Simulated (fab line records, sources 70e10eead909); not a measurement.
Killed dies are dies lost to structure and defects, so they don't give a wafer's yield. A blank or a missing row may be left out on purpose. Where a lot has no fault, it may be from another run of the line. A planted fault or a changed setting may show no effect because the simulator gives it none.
Which tool did it?	flow nand harc	72 wafers from 24 lots sampled at 4 of the route's 1159 steps

WHAT THE GAUGES READ, wafer by wafer
NHARC_P_BONDPAD_CD_MEAS_09: target cd 500 nm.
lot	measured	on	cd nm (nm)
L074	day 6 08:59	cd sem-01	500.5 499.4 501.7
L075	day 6 10:56	cd sem-03	501.6 497.0 501.3
L076	day 6 22:33	cd sem-01	496.2 498.9 498.3
L077	day 7 01:57	cd sem-02	499.1 502.2 501.6
L078	day 7 14:23	cd sem-03	502.4 502.2 500.4
L079	day 7 15:22	cd sem-03	500.8 503.8 502.4
L081	day 7 21:05	cd sem-03	501.2 500.6 500.6
L080	day 7 22:38	cd sem-02	500.0 500.0 502.0
L083	day 8 12:52	cd sem-03	500.9 502.4 501.2
L082	day 8 15:44	cd sem-01	495.5 500.5 498.3
L084	day 8 23:58	cd sem-02	499.1 501.2 499.8
L085	day 9 14:16	cd sem-01	499.9 499.4 498.5
L086	day 9 15:30	cd sem-02	501.4 500.4 501.3
L087	day 9 20:22	cd sem-03	497.6 503.5 501.0
L088	day 9 22:16	cd sem-03	502.1 503.4 502.2
L090	day 10 13:53	cd sem-03	501.5 502.9 501.7
L089	day 10 14:29	cd sem-02	497.0 498.1 500.1
L092	day 10 18:41	cd sem-02	499.2 498.7 501.1
L091	day 10 18:55	cd sem-02	501.4 500.1 498.7
L093	day 10 23:40	cd sem-03	501.3 498.6 500.3
L094	day 11 07:22	cd sem-03	501.7 503.4 500.1
L095	day 11 13:28	cd sem-02	501.0 497.4 500.8
L096	day 11 14:58	cd sem-01	499.5 495.1 501.8
L097	day 12 03:21	cd sem-02	497.9 497.5 497.8

EACH LOT AND THE TOOL THAT RAN IT (in order: tool; ch and the chambers of the sampled wafers; start)
lot	NHARC_P_M2_DEGAS_29	NHARC_P_M2_DEP_33	NHARC_P_BONDPAD_CMP_32
L074	pvd sputter-01, day 6 05:40	pecvd-02 ch 1,2, day 6 07:25	cmp-02 ch 0,1,3, day 6 08:14
L075	pvd sputter-02, day 6 07:45	pecvd-03 ch 0,1,2, day 6 09:29	cmp-03 ch 0,2,3, day 6 10:16
L076	pvd sputter-02, day 6 19:11	pecvd-03 ch 0,1,2, day 6 20:54	cmp-02 ch 0,1,3, day 6 21:47
L077	pvd sputter-02, day 6 22:36	pecvd-03 ch 0,1,2, day 7 00:19	cmp-01 ch 0,1, day 7 01:09
L078	pvd sputter-02, day 7 09:13	pecvd-04 ch 1,2, day 7 12:38	cmp-02 ch 2,3, day 7 13:35
L079	pvd sputter-03, day 7 09:55	pecvd-04 ch 0,1,2, day 7 13:38	cmp-03 ch 0,1,3, day 7 14:34
L081	pvd sputter-03, day 7 17:44	pecvd-03 ch 0,1,2, day 7 19:27	cmp-02 ch 1,2,3, day 7 20:17
L080	pvd sputter-02, day 7 19:26	pecvd-03 ch 0,2, day 7 21:11	cmp-03 ch 1,2,3, day 7 22:00
L083	pvd sputter-03, day 8 09:41	pecvd-03 ch 0,1, day 8 11:26	cmp-03 ch 0,1, day 8 12:11
L082	pvd sputter-01, day 8 12:24	pecvd-02 ch 0,1,2, day 8 14:08	cmp-03 ch 0,1,3, day 8 14:59
L084	pvd sputter-03, day 8 20:29	pecvd-04 ch 0,1,2, day 8 22:34	cmp-02 ch 0,1, day 8 23:16
L085	pvd sputter-03, day 9 10:48	pecvd-02 ch 0,1,2, day 9 12:47	cmp-03 ch 1,3, day 9 13:37
L086	pvd sputter-02, day 9 12:06	pecvd-02 ch 0,1,2, day 9 13:48	cmp-03 ch 0,1,3, day 9 14:41
L087	pvd sputter-01, day 9 17:02	pecvd-02 ch 0,1, day 9 18:46	cmp-02 ch 0,2, day 9 19:32
L088	pvd sputter-02, day 9 19:03	pecvd-02 ch 0,1, day 9 20:46	cmp-03 ch 0,2,3, day 9 21:39
L090	pvd sputter-02, day 10 10:31	pecvd-04 ch 0,1,2, day 10 12:18	cmp-01 ch 1,2,3, day 10 13:14
L089	pvd sputter-01, day 10 10:51	pecvd-02 ch 0,1, day 10 13:02	cmp-02 ch 1,2,3, day 10 13:47
L092	pvd sputter-01, day 10 15:04	pecvd-03 ch 0,1, day 10 16:59	cmp-03 ch 0,1, day 10 17:49
L091	pvd sputter-01, day 10 15:07	pecvd-04 ch 0,2, day 10 17:05	cmp-02 ch 0,1, day 10 18:04
L093	pvd sputter-03, day 10 20:28	pecvd-03 ch 0,1,2, day 10 22:13	cmp-02 ch 0,2, day 10 22:58
L094	pvd sputter-02, day 11 04:04	pecvd-03 ch 0,1,2, day 11 05:48	cmp-01 ch 0,1,2, day 11 06:33
L095	pvd sputter-01, day 11 10:07	pecvd-03 ch 0,1, day 11 11:52	cmp-01 ch 1,2,3, day 11 12:48
L096	pvd sputter-02, day 11 11:28	pecvd-02 ch 0,1, day 11 13:12	cmp-01 ch 0,1,3, day 11 14:12
L097	pvd sputter-03, day 12 00:02	pecvd-03 ch 1,2, day 12 01:47	cmp-01 ch 0,1,3, day 12 02:32
- NHARC_P_M2_DEGAS_29: time 60 s.
- NHARC_P_M2_DEP_33: deposits SiCN, target thk 30 nm.
- NHARC_P_BONDPAD_CMP_32: polishes SiCN, target thk 200 nm.

AS READ BY THE TOOLS THEMSELVES (means over the sampled wafers that have a number; for cases with no such wafer, the mark the record gives instead)
NHARC_P_M2_DEGAS_29.
lot	tool	heater power w (W)
L074	pvd sputter-01	373
L075	pvd sputter-02	305
L076	pvd sputter-02	342
L077	pvd sputter-02	290
L078	pvd sputter-02	300
L079	pvd sputter-03	383
L081	pvd sputter-03	343
L080	pvd sputter-02	352
L083	pvd sputter-03	340
L082	pvd sputter-01	334
L084	pvd sputter-03	345
L085	pvd sputter-03	328
L086	pvd sputter-02	323
L087	pvd sputter-01	341
L088	pvd sputter-02	302
L090	pvd sputter-02	341
L089	pvd sputter-01	347
L092	pvd sputter-01	338
L091	pvd sputter-01	350
L093	pvd sputter-03	350
L094	pvd sputter-02	289
L095	pvd sputter-01	390
L096	pvd sputter-02	318
L097	pvd sputter-03	342

NHARC_P_M2_DEP_33.
lot	tool	heater power w (W)
L074	pecvd-02	698
L075	pecvd-03	544
L076	pecvd-03	564
L077	pecvd-03	552
L078	pecvd-04	500
L079	pecvd-04	534
L081	pecvd-03	545
L080	pecvd-03	577
L083	pecvd-03	568
L082	pecvd-02	567
L084	pecvd-04	555
L085	pecvd-02	622
L086	pecvd-02	633
L087	pecvd-02	508
L088	pecvd-02	584
L090	pecvd-04	512
L089	pecvd-02	555
L092	pecvd-03	589
L091	pecvd-04	506
L093	pecvd-03	523
L094	pecvd-03	558
L095	pecvd-03	610
L096	pecvd-02	535
L097	pecvd-03	503

NHARC_P_BONDPAD_CMP_32.
lot	tool	motor current A (A)	retaining ring pressure frac
L074	cmp-02	10.7	1.000
L075	cmp-03	12.6	1.001
L076	cmp-02	11.2	1.004
L077	cmp-01	12.3	0.999
L078	cmp-02	11.4	0.995
L079	cmp-03	12.8	0.994
L081	cmp-02	10.4	1.000
L080	cmp-03	13.4	0.999
L083	cmp-03	12.8	1.004
L082	cmp-03	13.3	1.000
L084	cmp-02	10.8	1.002
L085	cmp-03	13.4	0.999
L086	cmp-03	13.2	1.002
L087	cmp-02	10.6	1.007
L088	cmp-03	13.1	1.001
L090	cmp-01	12.6	0.998
L089	cmp-02	10.6	0.995
L092	cmp-03	12.9	1.000
L091	cmp-02	10.3	0.998
L093	cmp-02	10.6	0.999
L094	cmp-01	12.5	0.996
L095	cmp-01	12.1	1.001
L096	cmp-01	12.1	1.002
L097	cmp-01	12.3	0.997

THE ANSWER, worked out from the rows above alone
Rule: usual is defined by the lots themselves. Put in order of their means at a reading, lots are off if they are a third of the lots or fewer, leave a main group of 4 or more, and stand apart from it by a gap of 3 or more times the standard deviation of the main group's means; of several such gaps the widest counts. A main group is skipped when, at the precision printed for the reading in the tables above, its means are all equal. A lot without any number at a reading at which 4 lots or more have one is off too. The other lots that the step has rows for count as sound. The gauges are gone through in route order, then the tools' own readings, and for those a lot's mean is taken as printed above. At the first step where some lot is off, the reading lying furthest off is the one used; lots without a number count as furthest.
No lot is off on any of the readings shown, so nothing can be concluded from this.

WHAT THE SIMULATOR HAD PUT IN
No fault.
